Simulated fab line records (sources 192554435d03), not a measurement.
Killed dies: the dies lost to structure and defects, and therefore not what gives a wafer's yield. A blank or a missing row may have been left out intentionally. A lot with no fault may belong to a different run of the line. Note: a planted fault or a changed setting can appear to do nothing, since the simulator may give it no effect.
Chamber matching || flow n5-finfet || rie-diel-03 running N5_DUMMY_GATE_ETCH_37: 4 sister chambers
The step etches SOC in N2/H2, target depth 60 nm, overetch 30 nm. 27 wafers are shown with their chamber, then 12 later ones without.

== WAFERS WITH THEIR CHAMBER ==
{"wafer": "L076.1", "chamber": 1, "showerhead-plenum-p-Torr (Torr)": 2.67, "throttle-valve-pct (%)": 18.05, "rf-vpp-V (V)": 527.3}
{"wafer": "L076.2", "chamber": 3, "showerhead-plenum-p-Torr (Torr)": 2.42, "throttle-valve-pct (%)": 18.18, "rf-vpp-V (V)": 521.0}
{"wafer": "L076.5", "chamber": 0, "showerhead-plenum-p-Torr (Torr)": 2.39, "throttle-valve-pct (%)": 17.72, "rf-vpp-V (V)": 522.2}
{"wafer": "L078.2", "chamber": 0, "showerhead-plenum-p-Torr (Torr)": 2.39, "throttle-valve-pct (%)": 17.73, "rf-vpp-V (V)": 519.8}
{"wafer": "L078.5", "chamber": 0, "showerhead-plenum-p-Torr (Torr)": 2.39, "throttle-valve-pct (%)": 17.74, "rf-vpp-V (V)": 520.3}
{"wafer": "L078.6", "chamber": 2, "showerhead-plenum-p-Torr (Torr)": 2.42, "throttle-valve-pct (%)": 17.87, "rf-vpp-V (V)": 520.5}
{"wafer": "L081.2", "chamber": 2, "showerhead-plenum-p-Torr (Torr)": 2.42, "throttle-valve-pct (%)": 17.86, "rf-vpp-V (V)": 520.8}
{"wafer": "L081.3", "chamber": 3, "showerhead-plenum-p-Torr (Torr)": 2.41, "throttle-valve-pct (%)": 18.23, "rf-vpp-V (V)": 520.1}
{"wafer": "L081.4", "chamber": 1, "showerhead-plenum-p-Torr (Torr)": 2.67, "throttle-valve-pct (%)": 18.06, "rf-vpp-V (V)": 526.5}
{"wafer": "L080.1", "chamber": 2, "showerhead-plenum-p-Torr (Torr)": 2.42, "throttle-valve-pct (%)": 17.85, "rf-vpp-V (V)": 522.4}
{"wafer": "L080.2", "chamber": 0, "showerhead-plenum-p-Torr (Torr)": 2.39, "throttle-valve-pct (%)": 17.75, "rf-vpp-V (V)": 521.1}
{"wafer": "L080.6", "chamber": 0, "showerhead-plenum-p-Torr (Torr)": 2.39, "throttle-valve-pct (%)": 17.75, "rf-vpp-V (V)": 519.2}
{"wafer": "L083.1", "chamber": 2, "showerhead-plenum-p-Torr (Torr)": 2.42, "throttle-valve-pct (%)": 17.87, "rf-vpp-V (V)": 520.3}
{"wafer": "L083.2", "chamber": 0, "showerhead-plenum-p-Torr (Torr)": 2.38, "throttle-valve-pct (%)": 17.74, "rf-vpp-V (V)": 520.7}
{"wafer": "L083.5", "chamber": 2, "showerhead-plenum-p-Torr (Torr)": 2.42, "throttle-valve-pct (%)": 17.86, "rf-vpp-V (V)": 519.2}
{"wafer": "L086.1", "chamber": 2, "showerhead-plenum-p-Torr (Torr)": 2.41, "throttle-valve-pct (%)": 17.89, "rf-vpp-V (V)": 520.5}
{"wafer": "L086.4", "chamber": 1, "showerhead-plenum-p-Torr (Torr)": 2.66, "throttle-valve-pct (%)": 18.07, "rf-vpp-V (V)": 526.7}
{"wafer": "L086.5", "chamber": 0, "showerhead-plenum-p-Torr (Torr)": 2.38, "throttle-valve-pct (%)": 17.78, "rf-vpp-V (V)": 519.1}
{"wafer": "L087.1", "chamber": 2, "showerhead-plenum-p-Torr (Torr)": 2.41, "throttle-valve-pct (%)": 17.88, "rf-vpp-V (V)": 519.7}
{"wafer": "L087.5", "chamber": 0, "showerhead-plenum-p-Torr (Torr)": 2.38, "throttle-valve-pct (%)": 17.78, "rf-vpp-V (V)": 520.6}
{"wafer": "L087.6", "chamber": 1, "showerhead-plenum-p-Torr (Torr)": 2.66, "throttle-valve-pct (%)": 18.07, "rf-vpp-V (V)": 527.6}
{"wafer": "L088.1", "chamber": 2, "showerhead-plenum-p-Torr (Torr)": 2.41, "throttle-valve-pct (%)": 17.87, "rf-vpp-V (V)": 520.4}
{"wafer": "L088.2", "chamber": 3, "showerhead-plenum-p-Torr (Torr)": 2.73, "throttle-valve-pct (%)": 17.79, "rf-vpp-V (V)": 527.7}
{"wafer": "L088.4", "chamber": 1, "showerhead-plenum-p-Torr (Torr)": 2.66, "throttle-valve-pct (%)": 18.08, "rf-vpp-V (V)": 526.4}
{"wafer": "L090.1", "chamber": 2, "showerhead-plenum-p-Torr (Torr)": 2.41, "throttle-valve-pct (%)": 17.89, "rf-vpp-V (V)": 519.1}
{"wafer": "L090.4", "chamber": 3, "showerhead-plenum-p-Torr (Torr)": 2.73, "throttle-valve-pct (%)": 17.80, "rf-vpp-V (V)": 527.5}
{"wafer": "L090.6", "chamber": 1, "showerhead-plenum-p-Torr (Torr)": 2.66, "throttle-valve-pct (%)": 18.08, "rf-vpp-V (V)": 526.8}

SIGNATURES (means of the wafers above)
{"reading": "showerhead-plenum-p-Torr", "chamber 0": 2.3862, "chamber 1": 2.6633, "chamber 2": 2.4156, "chamber 3": 2.5725, "scatter within a chamber": 0.0659}
{"reading": "throttle-valve-pct", "chamber 0": 17.7488, "chamber 1": 18.0683, "chamber 2": 17.8711, "chamber 3": 18.0000, "scatter within a chamber": 0.0872}
{"reading": "rf-vpp-V", "chamber 0": 520.375, "chamber 1": 526.883, "chamber 2": 520.322, "chamber 3": 524.075, "scatter within a chamber": 1.7}
Rule: a wafer's distance from a chamber is the root of the sum, over the readings, of the square of ((its reading less the chamber's mean) divided by the reading's scatter). The wafer belongs to the nearest chamber; if the next one is less than 2 further off, it can't be placed. The scatter: the root of (the sum of the squares of (reading less its chamber's mean) over the shown wafers, divided by (wafers less chambers)).

== WAFERS WHOSE CHAMBER IS MISSING ==
{"wafer": "L093.4", "showerhead-plenum-p-Torr (Torr)": 2.70, "throttle-valve-pct (%)": 17.40, "rf-vpp-V (V)": 528.9}
{"wafer": "L093.5", "showerhead-plenum-p-Torr (Torr)": 2.41, "throttle-valve-pct (%)": 17.91, "rf-vpp-V (V)": 520.4}
{"wafer": "L093.6", "showerhead-plenum-p-Torr (Torr)": 2.65, "throttle-valve-pct (%)": 18.12, "rf-vpp-V (V)": 525.2}
{"wafer": "L094.2", "showerhead-plenum-p-Torr (Torr)": 2.65, "throttle-valve-pct (%)": 18.09, "rf-vpp-V (V)": 526.3}
{"wafer": "L094.4", "showerhead-plenum-p-Torr (Torr)": 2.70, "throttle-valve-pct (%)": 17.43, "rf-vpp-V (V)": 528.0}
{"wafer": "L094.5", "showerhead-plenum-p-Torr (Torr)": 2.65, "throttle-valve-pct (%)": 18.12, "rf-vpp-V (V)": 525.8}
{"wafer": "L095.1", "showerhead-plenum-p-Torr (Torr)": 2.72, "throttle-valve-pct (%)": 17.81, "rf-vpp-V (V)": 529.0}
{"wafer": "L095.3", "showerhead-plenum-p-Torr (Torr)": 2.65, "throttle-valve-pct (%)": 18.11, "rf-vpp-V (V)": 527.0}
{"wafer": "L095.6", "showerhead-plenum-p-Torr (Torr)": 2.69, "throttle-valve-pct (%)": 17.42, "rf-vpp-V (V)": 527.9}
{"wafer": "L096.1", "showerhead-plenum-p-Torr (Torr)": 2.41, "throttle-valve-pct (%)": 17.93, "rf-vpp-V (V)": 519.7}
{"wafer": "L096.2", "showerhead-plenum-p-Torr (Torr)": 2.72, "throttle-valve-pct (%)": 17.81, "rf-vpp-V (V)": 528.2}
{"wafer": "L096.4", "showerhead-plenum-p-Torr (Torr)": 2.65, "throttle-valve-pct (%)": 18.12, "rf-vpp-V (V)": 525.6}

== THE CHAMBER EACH PASSED THROUGH ==
{"wafer": "L093.4", "from the rows above": "can't be placed: 3 or 1 or 0 or 2", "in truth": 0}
{"wafer": "L093.5", "from the rows above": "can't be placed: 2 or 0", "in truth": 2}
{"wafer": "L093.6", "from the rows above": "can't be placed: 1 or 3", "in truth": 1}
{"wafer": "L094.2", "from the rows above": "can't be placed: 1 or 3", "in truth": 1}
{"wafer": "L094.4", "from the rows above": "can't be placed: 3 or 1 or 0 or 2", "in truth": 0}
{"wafer": "L094.5", "from the rows above": "can't be placed: 1 or 3", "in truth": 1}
{"wafer": "L095.1", "from the rows above": "can't be placed: 1 or 3", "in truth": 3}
{"wafer": "L095.3", "from the rows above": "can't be placed: 1 or 3", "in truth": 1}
{"wafer": "L095.6", "from the rows above": "can't be placed: 3 or 0 or 1 or 2", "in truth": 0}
{"wafer": "L096.1", "from the rows above": "can't be placed: 2 or 0", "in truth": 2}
{"wafer": "L096.2", "from the rows above": "can't be placed: 1 or 3", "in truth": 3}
{"wafer": "L096.4", "from the rows above": "can't be placed: 1 or 3", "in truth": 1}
0 of 12 placed correctly. These rows do not allow placing 12 (true chamber among the candidates in 12). 0 placed wrongly.
